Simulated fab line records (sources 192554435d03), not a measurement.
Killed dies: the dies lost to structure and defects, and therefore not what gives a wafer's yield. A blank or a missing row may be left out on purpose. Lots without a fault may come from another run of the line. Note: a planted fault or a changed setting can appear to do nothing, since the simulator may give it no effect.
The tool behind it: which one? | flow n5 finfet | 24 lots, 72 wafers sampled, at 6 steps of a route of 1938

## WHAT THE GAUGES READ, wafer by wafer
N5_DUMMY_GATE_INSPECT_27: inspects for defects (brightfield). Usual: raw defect count reads 310 (standard deviation 79).
lot  | measured    | on                | raw defect count | flag
L074 | day 3 04:59 | defect inspect-02 | 304 513 396      |
L075 | day 3 07:25 | defect inspect-02 | 328 403 376      |
L076 | day 3 13:06 | defect inspect-02 | 190 297 315      |
L077 | day 3 18:07 | defect inspect-02 | 365 338 374      |
L078 | day 4 00:43 | defect inspect-02 | 267 268 208      |
L079 | day 4 06:37 | defect inspect-02 | 219 329 219      |
L080 | day 4 11:05 | defect inspect-01 | 474 254 411      |
L081 | day 4 17:22 | defect inspect-02 | 379 320 418      |
L082 | day 4 23:11 | defect inspect-01 | 383 279 387      |
L083 | day 5 14:17 | defect inspect-02 | 358 471 291      |
L084 | day 5 17:04 | defect inspect-02 | 296 308 324      |
L087 | day 6 11:45 | defect inspect-01 | 402 281 307      |
L085 | day 6 12:20 | defect inspect-01 | 454 368 381      |
L086 | day 6 18:04 | defect inspect-02 | 244 181 216      |
L088 | day 7 00:18 | defect inspect-02 | 391 342 279      |
L089 | day 7 04:17 | defect inspect-02 | 265 217 230      |
L091 | day 7 08:49 | defect inspect-02 | 251 323 286      |
L090 | day 7 08:58 | defect inspect-02 | 308 330 329      |
L092 | day 7 16:16 | defect inspect-01 | 273 249 202      |
L093 | day 7 17:44 | defect inspect-02 | 351 331 278      |
L094 | day 8 00:07 | defect inspect-02 | 244 260 172      |
L095 | day 8 05:01 | defect inspect-01 | 245 248 276      |
L096 | day 8 10:40 | defect inspect-01 | 425 248 285      |
L097 | day 8 19:17 | defect inspect-02 | 297 335 297      |

N5_ILD0_INSPECT_06: inspects for defects (darkfield). Usual: raw defect count reads 38 (standard deviation 16).
lot  | measured    | on                | raw defect count | flag
L074 | day 4 02:16 | defect inspect-01 | 15 29 14         |
L075 | day 4 00:51 | defect inspect-01 | 55 79 82         |
L076 | day 4 07:16 | defect inspect-02 | 53 43 46         |
L077 | day 4 17:28 | defect inspect-01 | 22 17 26         |
L078 | day 4 19:44 | defect inspect-02 | 47 31 17         |
L079 | day 5 01:56 | defect inspect-02 | 36 30 22         |
L080 | day 5 06:28 | defect inspect-02 | 32 32 50         |
L081 | day 5 19:01 | defect inspect-02 | 41 55 31         |
L082 | day 5 23:14 | defect inspect-02 | 33 47 24         |
L083 | day 6 08:01 | defect inspect-01 | 38 43 15         |
L084 | day 6 11:57 | defect inspect-01 | 43 45 71         |
L087 | day 7 04:35 | defect inspect-01 | 40 34 37         |
L085 | day 7 07:10 | defect inspect-02 | 28 26 31         |
L086 | day 7 10:33 | defect inspect-01 | 13 34 21         |
L088 | day 7 18:28 | defect inspect-02 | 27 14 44         |
L089 | day 7 22:01 | defect inspect-02 | 36 47 62         |
L091 | day 8 04:04 | defect inspect-01 | 33 24 53         |
L090 | day 8 04:16 | defect inspect-01 | 47 42 46         |
L092 | day 8 09:53 | defect inspect-02 | 43 39 59         |
L093 | day 8 11:37 | defect inspect-02 | 57 73 45         |
L094 | day 8 19:40 | defect inspect-02 | 16 22 9          |
L095 | day 8 22:44 | defect inspect-02 | 46 48 44         |
L096 | day 9 04:09 | defect inspect-02 | 24 28 36         |
L097 | day 9 15:50 | defect inspect-02 | 34 31 66         |

N5_SDB_INSPECT_36: inspects for defects (darkfield). Usual: raw defect count reads 38 (standard deviation 14).
lot  | measured    | on                | raw defect count | flag
L074 | day 4 06:41 | defect inspect-01 | 18 36 51         |
L075 | day 4 05:17 | defect inspect-01 | 35 30 59         |
L076 | day 4 12:04 | defect inspect-01 | 20 23 20         |
L077 | day 5 00:46 | defect inspect-01 | 47 35 36         |
L078 | day 5 04:56 | defect inspect-02 | 44 43 52         |
L079 | day 5 08:44 | defect inspect-02 | 26 36 30         |
L080 | day 5 11:45 | defect inspect-01 | 42 46 40         |
L081 | day 5 23:28 | defect inspect-01 | 35 38 45         |
L082 | day 6 03:43 | defect inspect-01 | 44 18 30         |
L083 | day 6 12:29 | defect inspect-01 | 68 40 46         |
L084 | day 6 16:32 | defect inspect-02 | 28 70 47         |
L087 | day 7 08:53 | defect inspect-02 | 28 21 31         |
L085 | day 7 11:55 | defect inspect-01 | 32 42 43         |
L086 | day 7 14:57 | defect inspect-01 | 21 26 25         |
L088 | day 8 00:10 | defect inspect-01 | 49 31 43         |
L089 | day 8 02:34 | defect inspect-01 | 56 27 62         |
L091 | day 8 08:50 | defect inspect-02 | 32 27 26         |
L090 | day 8 08:57 | defect inspect-02 | 38 22 68         |
L092 | day 8 14:30 | defect inspect-02 | 23 21 26         |
L093 | day 8 16:03 | defect inspect-02 | 48 20 29         |
L094 | day 9 01:36 | defect inspect-01 | 40 67 27         |
L095 | day 9 03:04 | defect inspect-02 | 54 58 45         |
L096 | day 9 10:30 | defect inspect-02 | 18 20 21         |
L097 | day 9 20:39 | defect inspect-01 | 56 50 48         |

## WHICH TOOL RAN EACH LOT (tool, then ch and the chambers of the sampled wafers, then the start)
lot  | N5_DUMMY_GATE_ETCH_29             | N5_SD_EPI_N_ETCH_35               | N5_SD_ACTIVATION_RTA_00
L074 | rie diel-02 ch 1,2,3, day 3 03:53 | rie diel-05 ch 0,1,3, day 3 06:14 | rtp anneal-01 ch 0, day 3 18:40
L075 | rie diel-02 ch 1,2, day 3 06:20   | rie diel-03 ch 2,3, day 3 08:44   | rtp anneal-02 ch 0, day 3 17:41
L076 | rie diel-02 ch 1,2,3, day 3 12:00 | rie diel-04 ch 0,2,3, day 3 14:10 | rtp anneal-01 ch 0, day 3 22:46
L077 | rie diel-02 ch 2,3, day 3 17:01   | rie diel-04 ch 1,2, day 3 19:28   | rtp anneal-01 ch 0, day 4 10:29
L078 | rie diel-06 ch 0,2,3, day 3 23:31 | rie diel-04 ch 1,2, day 4 01:58   | rtp anneal-01 ch 0, day 4 10:49
L079 | rie diel-02 ch 1,2, day 4 05:30   | rie diel-03 ch 0,3, day 4 07:51   | rtp anneal-02 ch 0, day 4 16:04
L080 | rie diel-01 ch 0,1,2, day 4 10:00 | rie diel-05 ch 1,2,3, day 4 12:09 | rtp anneal-02 ch 0, day 4 21:35
L081 | rie diel-01 ch 0,2,3, day 4 16:17 | rie diel-05 ch 0,1, day 4 21:57   | rtp anneal-01 ch 0, day 5 10:47
L082 | rie diel-01 ch 0,2,3, day 4 21:02 | rie diel-05 ch 0,1,2, day 5 05:54 | rtp anneal-02 ch 0, day 5 14:17
L083 | rie diel-06 ch 0,2,3, day 5 13:09 | rie diel-05 ch 1,2,3, day 5 15:26 | rtp anneal-01 ch 0, day 6 00:35
L084 | rie diel-01 ch 0,1,2, day 5 15:58 | rie diel-04 ch 1,2, day 5 19:14   | rtp anneal-01 ch 0, day 6 05:00
L087 | rie diel-02 ch 1,2,3, day 6 10:28 | rie diel-03 ch 0,1, day 6 13:19   | rtp anneal-01 ch 0, day 6 21:39
L085 | rie diel-01 ch 0,2,3, day 6 11:07 | rie diel-04 ch 0,2,3, day 6 14:31 | rtp anneal-01 ch 0, day 7 00:01
L086 | rie diel-02 ch 1,3, day 6 16:59   | rie diel-05 ch 0,2, day 6 19:07   | rtp anneal-01 ch 0, day 7 03:17
L088 | rie diel-01 ch 1,2, day 6 23:09   | rie diel-04 ch 0,2,3, day 7 01:29 | rtp anneal-01 ch 0, day 7 10:23
L089 | rie diel-01 ch 0,1, day 7 03:02   | rie diel-03 ch 0,2,3, day 7 05:31 | rtp anneal-02 ch 0, day 7 15:05
L091 | rie diel-02 ch 1,2,3, day 7 07:28 | rie diel-05 ch 2,3, day 7 10:02   | rtp anneal-01 ch 0, day 7 19:09
L090 | rie diel-06 ch 1,2,3, day 7 07:32 | rie diel-03 ch 0,2,3, day 7 10:13 | rtp anneal-01 ch 0, day 7 19:38
L092 | rie diel-02 ch 0,2,3, day 7 15:11 | rie diel-03 ch 0,2,3, day 7 17:32 | rtp anneal-01 ch 0, day 8 02:40
L093 | rie diel-02 ch 0,1,2, day 7 16:32 | rie diel-04 ch 0,1,2, day 7 18:55 | rtp anneal-01 ch 0, day 8 04:37
L094 | rie diel-02 ch 0,1,2, day 7 23:01 | rie diel-03 ch 1,3, day 8 01:17   | rtp anneal-01 ch 0, day 8 11:02
L095 | rie diel-01 ch 0,1,2, day 8 03:55 | rie diel-03 ch 2,3, day 8 06:04   | rtp anneal-02 ch 0, day 8 15:26
L096 | rie diel-01 ch 0,2,3, day 8 09:11 | rie diel-05 ch 0,1,3, day 8 11:51 | rtp anneal-01 ch 0, day 8 20:27
L097 | rie diel-06 ch 0,3, day 8 18:07   | rie diel-04 ch 0,1, day 8 21:56   | rtp anneal-01 ch 0, day 9 08:01
- N5_DUMMY_GATE_ETCH_29: etches underlayer in N2/H2, target depth 13 nm.
- N5_SD_EPI_N_ETCH_35: etches SOC in N2/H2, overetch 108 nm, time 486 s.
- N5_SD_ACTIVATION_RTA_00: time 0 s.

## WHAT THE TOOLS THEMSELVES READ (means of the sampled wafers that have a number; where no wafer has one, the mark that the record gives instead)
N5_DUMMY_GATE_ETCH_29. Usual: drypump motor current A 5.57 A, standard deviation 0.29; h2 flow sccm 199.9 sccm, standard deviation 0.54; oes product au 0.76 a.u., standard deviation 0.076; rf vpp V 524.6 V, standard deviation 1.9; showerhead plenum p Torr 2.56 Torr, standard deviation 0.062; throttle valve pct 17.92 %, standard deviation 0.25.
lot  | tool        | drypump motor current A (A) | h2 flow sccm (sccm) | oes product au (a.u.) | rf vpp V (V) | showerhead plenum p Torr (Torr) | throttle valve pct (%) | flag
L074 | rie diel-02 | 5.77                        | 199.9               | 0.72                  | 524.0        | 2.54                            | 17.81                  |
L075 | rie diel-02 | 5.73                        | 199.7               | 0.72                  | 525.7        | 2.57                            | 17.65                  |
L076 | rie diel-02 | 5.75                        | 200.3               | 0.72                  | 524.5        | 2.54                            | 17.83                  |
L077 | rie diel-02 | 5.66                        | 199.9               | 0.71                  | 525.9        | 2.57                            | 17.83                  |
L078 | rie diel-06 | 5.08                        | 200.1               | 0.82                  | 524.6        | 2.55                            | 17.90                  |
L079 | rie diel-02 | 5.74                        | 200.3               | 0.71                  | 525.7        | 2.57                            | 17.65                  |
L080 | rie diel-01 | 5.56                        | 199.9               | 0.81                  | 525.1        | 2.59                            | 18.02                  |
L081 | rie diel-01 | 5.45                        | 200.0               | 0.79                  | 523.7        | 2.54                            | 18.07                  |
L082 | rie diel-01 | 5.45                        | 200.4               | 0.79                  | 524.7        | 2.54                            | 18.06                  |
L083 | rie diel-06 | 5.09                        | 199.8               | 0.81                  | 523.7        | 2.55                            | 17.93                  |
L084 | rie diel-01 | 5.55                        | 199.4               | 0.80                  | 526.4        | 2.59                            | 18.03                  |
L087 | rie diel-02 | 5.79                        | 199.7               | 0.71                  | 523.9        | 2.53                            | 17.84                  |
L085 | rie diel-01 | 5.44                        | 199.8               | 0.78                  | 523.4        | 2.54                            | 18.10                  |
L086 | rie diel-02 | 5.80                        | 200.1               | 0.71                  | 523.2        | 2.51                            | 18.04                  |
L088 | rie diel-01 | 5.75                        | 201.0               | 0.74                  | 524.4        | 2.56                            | 18.20                  |
L089 | rie diel-01 | 5.44                        | 200.1               | 0.80                  | 525.9        | 2.62                            | 17.92                  |
L091 | rie diel-02 | 5.76                        | 199.4               | 0.71                  | 522.6        | 2.53                            | 17.87                  |
L090 | rie diel-06 | 5.31                        | 199.9               | 0.77                  | 523.8        | 2.53                            | 18.06                  |
L092 | rie diel-02 | 5.72                        | 200.1               | 0.76                  | 524.7        | 2.55                            | 17.80                  |
L093 | rie diel-02 | 5.78                        | 199.7               | 0.76                  | 525.1        | 2.55                            | 17.64                  |
L094 | rie diel-02 | 5.78                        | 199.7               | 0.75                  | 524.7        | 2.55                            | 17.63                  |
L095 | rie diel-01 | 5.55                        | 200.1               | 0.78                  | 524.9        | 2.58                            | 18.06                  |
L096 | rie diel-01 | 5.45                        | 200.1               | 0.76                  | 524.3        | 2.53                            | 18.12                  |
L097 | rie diel-06 | 5.04                        | 199.8               | 0.73                  | 521.6        | 2.48                            | 18.13                  |

N5_SD_EPI_N_ETCH_35. Usual: drypump motor current A 5.6 A, standard deviation 0.41; h2 flow sccm 200.0 sccm, standard deviation 0.64; oes product au 0.70 a.u., standard deviation 0.083; rf vpp V 240.9 V, standard deviation 1.1; showerhead plenum p Torr 2.55 Torr, standard deviation 0.058; throttle valve pct 24.0 %, standard deviation 0.34.
lot  | tool        | drypump motor current A (A) | h2 flow sccm (sccm) | oes product au (a.u.) | rf vpp V (V) | showerhead plenum p Torr (Torr) | throttle valve pct (%) | flag
L074 | rie diel-05 | 5.7                         | 199.9               | 0.65                  | 240.4        | 2.54                            | 24.0                   |
L075 | rie diel-03 | 5.4                         | 200.4               | 0.64                  | 241.5        | 2.62                            | 24.0                   |
L076 | rie diel-04 | 5.5                         | 200.1               | 0.70                  | 241.8        | 2.57                            | 23.9                   |
L077 | rie diel-04 | 5.4                         | 200.5               | 0.77                  | 239.6        | 2.52                            | 24.3                   |
L078 | rie diel-04 | 5.4                         | 200.3               | 0.77                  | 241.6        | 2.52                            | 24.3                   |
L079 | rie diel-03 | 5.7                         | 199.6               | 0.62                  | 240.3        | 2.55                            | 24.0                   |
L080 | rie diel-05 | 5.5                         | 199.7               | 0.66                  | 241.0        | 2.58                            | 24.2                   |
L081 | rie diel-05 | 5.7                         | 200.6               | 0.65                  | 239.9        | 2.50                            | 24.0                   |
L082 | rie diel-05 | 5.5                         | 199.6               | 0.66                  | 240.6        | 2.55                            | 24.1                   |
L083 | rie diel-05 | 5.5                         | 199.2               | 0.66                  | 241.6        | 2.58                            | 24.2                   |
L084 | rie diel-04 | 5.4                         | 199.7               | 0.83                  | 239.6        | 2.51                            | 24.2                   |
L087 | rie diel-03 | 6.1                         | 200.3               | 0.72                  | 240.8        | 2.56                            | 23.9                   |
L085 | rie diel-04 | 5.5                         | 199.9               | 0.74                  | 240.5        | 2.55                            | 23.9                   |
L086 | rie diel-05 | 5.5                         | 200.1               | 0.68                  | 240.6        | 2.53                            | 24.0                   |
L088 | rie diel-04 | 5.5                         | 199.2               | 0.74                  | 239.8        | 2.55                            | 23.8                   |
L089 | rie diel-03 | 5.6                         | 199.9               | 0.68                  | 241.2        | 2.58                            | 23.9                   |
L091 | rie diel-05 | 5.6                         | 199.7               | 0.66                  | 241.5        | 2.54                            | 24.0                   |
L090 | rie diel-03 | 5.5                         | 199.6               | 0.69                  | 240.0        | 2.57                            | 23.9                   |
L092 | rie diel-03 | 5.6                         | 200.3               | 0.68                  | 242.5        | 2.57                            | 23.9                   |
L093 | rie diel-04 | 5.2                         | 200.0               | 0.78                  | 240.3        | 2.52                            | 23.9                   |
L094 | rie diel-03 | 5.8                         | 199.8               | 0.79                  | 241.0        | 2.59                            | 24.1                   |
L095 | rie diel-03 | 5.4                         | 200.8               | 0.68                  | 242.5        | 2.60                            | 23.9                   |
L096 | rie diel-05 | 5.7                         | 199.7               | 0.70                  | 240.2        | 2.52                            | 24.0                   |
L097 | rie diel-04 | 5.1                         | 200.4               | 0.75                  | 240.6        | 2.52                            | 24.0                   |

N5_SD_ACTIVATION_RTA_00. Usual: lamp power pct 8.95 %, standard deviation 0.055; wafer_temp_C_max 975.0, standard deviation 2.
lot  | tool          | lamp power pct (%) | wafer_temp_C_max | flag
L074 | rtp anneal-01 | 8.95               | 974.6            |
L075 | rtp anneal-02 | 8.93               | 974.7            |
L076 | rtp anneal-01 | 8.95               | 975.7            |
L077 | rtp anneal-01 | 8.94               | 974.5            |
L078 | rtp anneal-01 | 8.98               | 975.5            |
L079 | rtp anneal-02 | 8.96               | 975.4            |
L080 | rtp anneal-02 | 8.95               | 975.0            |
L081 | rtp anneal-01 | 8.98               | 974.9            |
L082 | rtp anneal-02 | 8.98               | 974.5            |
L083 | rtp anneal-01 | 8.93               | 975.0            |
L084 | rtp anneal-01 | 8.96               | 975.7            |
L087 | rtp anneal-01 | 9.00               | 975.5            |
L085 | rtp anneal-01 | 8.96               | 976.1            |
L086 | rtp anneal-01 | 8.92               | 973.4            |
L088 | rtp anneal-01 | 8.99               | 976.8            |
L089 | rtp anneal-02 | 8.94               | 977.2            |
L091 | rtp anneal-01 | 8.93               | 974.6            |
L090 | rtp anneal-01 | 8.95               | 973.7            |
L092 | rtp anneal-01 | 8.96               | 974.3            |
L093 | rtp anneal-01 | 8.92               | 974.4            |
L094 | rtp anneal-01 | 8.94               | 973.9            |
L095 | rtp anneal-02 | 9.00               | 976.8            |
L096 | rtp anneal-01 | 8.96               | 973.0            |
L097 | rtp anneal-01 | 8.93               | 974.1            |

## THE ANSWER, worked out from the rows above alone
Rule: a lot is off if the mean of its wafers that have a number lies more than 3 standard deviations from the usual mean. A lot without any number at a reading at which 4 lots or more have one is off too. All remaining lots with rows at the step are treated as sound. Order of review: gauges by route order, followed by the tools' own readings, for which a lot's mean as printed above is used. The first step at which some lot is off is used, and at that step the reading that is off furthest; a lot without a number counts as furthest.
Nothing can be told from this: no lot is off at any reading shown.

## WHAT HAD BEEN PUT IN BY THE SIMULATOR
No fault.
